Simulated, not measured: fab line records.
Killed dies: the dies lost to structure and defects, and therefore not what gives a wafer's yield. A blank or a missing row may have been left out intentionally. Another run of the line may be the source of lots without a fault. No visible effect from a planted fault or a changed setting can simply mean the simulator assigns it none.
Problem report, 8D (eight disciplines) form, completed by code	flow nand-harc	the parts of the form that need people (team, actions taken, sign-off) are left out

## 1. WHAT IS WRONG
At NHARC_P_ZERO_WELL_ETCH_63, oes-product-au averages 1.281 a.u. over 6 wafers from 2 lots, while fault-free wafers read 0.996 a.u., standard deviation 0.01. Measured from the usual mean, that is +28 standard deviations.
The step: etches the open film in HBr/Cl2, target depth 120 nm, time 40.1 s.
First seen on wafer L609.4, day 4 19:33, on rie-si-01. The record has a number at this step for 18 wafers belonging to 6 lots. By rule, "out" or "out of limits" means more than 4 standard deviations away from the usual mean. The rest of the wafers with a number are treated as sound.

## 2. WHAT IT IS AND WHAT IT IS NOT
question	is	is not
which readings at this step	oes-product-au	throttle-valve-pct
which lots	L609, L610	L601, L602, L614, L616
which wafers of those lots	all that have a number	-
read on which tools	rie-si-01	rie-si-04, rie-si-05
when	from day 4 19:33	up to then (6 sound wafers); but 6 sound wafers of L614, L616 came after

## 3. SUSPECTS, AND WHAT RULES EACH OUT
Counting: any tool at a process step up to the reading is kept as a suspect provided that every lot that is out went through it and no sound lot did after the first of them.
- rie-si-01 at NHARC_P_ZERO_WELL_ETCH_63 (etches the open film in HBr/Cl2, target depth 120 nm, time 40.1 s): kept. Every lot that is out went through it, starting with L609 (day 4 19:33), and after that it ran no sound lot; the last sound lot it ran before then is L602 (day 3 01:55). Out on those wafers are its own readings of oes-product-au.
Left after counting: rie-si-01 at NHARC_P_ZERO_WELL_ETCH_63.

## 4. THE CAUSE (what the simulator had put in)
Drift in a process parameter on rie-si-01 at NHARC_P_ZERO_WELL_ETCH_63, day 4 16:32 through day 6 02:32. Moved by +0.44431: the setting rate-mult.
Only this tool survived the counting.

## 5. THE EFFECT CHAIN, in route order
Each row: a reading where the mean over the struck wafers with a number is more than 3 standard deviations away from the usual. Readings are gone through only where the record gives a usual standard deviation; hours: the median, over the lots, of the time from a lot's start at the first step in this table giving one to that lot's start at this step; sigmas: the change measured in usual standard deviations.
hours	step	reading	usual	on struck wafers	change	sigmas
0	NHARC_P_ZERO_WELL_ETCH_63	oes-product-au	0.996 a.u.	1.281	+0.285	+28
Here are the process steps it includes:
- NHARC_P_ZERO_WELL_ETCH_63: etches the open film in HBr/Cl2, target depth 120 nm, time 40.1 s.
Later measuring or inspecting steps at which every struck wafer that the step has a row for has a number for every such reading, and none has moved that far: NHARC_P_ZERO_WELL_CD_MEAS_24, NHARC_P_ZERO_WELL_CD_MEAS_37.

## 6. WHAT WOULD HAVE CAUGHT IT SOONER
3 hours passed between the start of the fault at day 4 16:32 and the first reading out of limits in this record, taken at day 4 19:33.
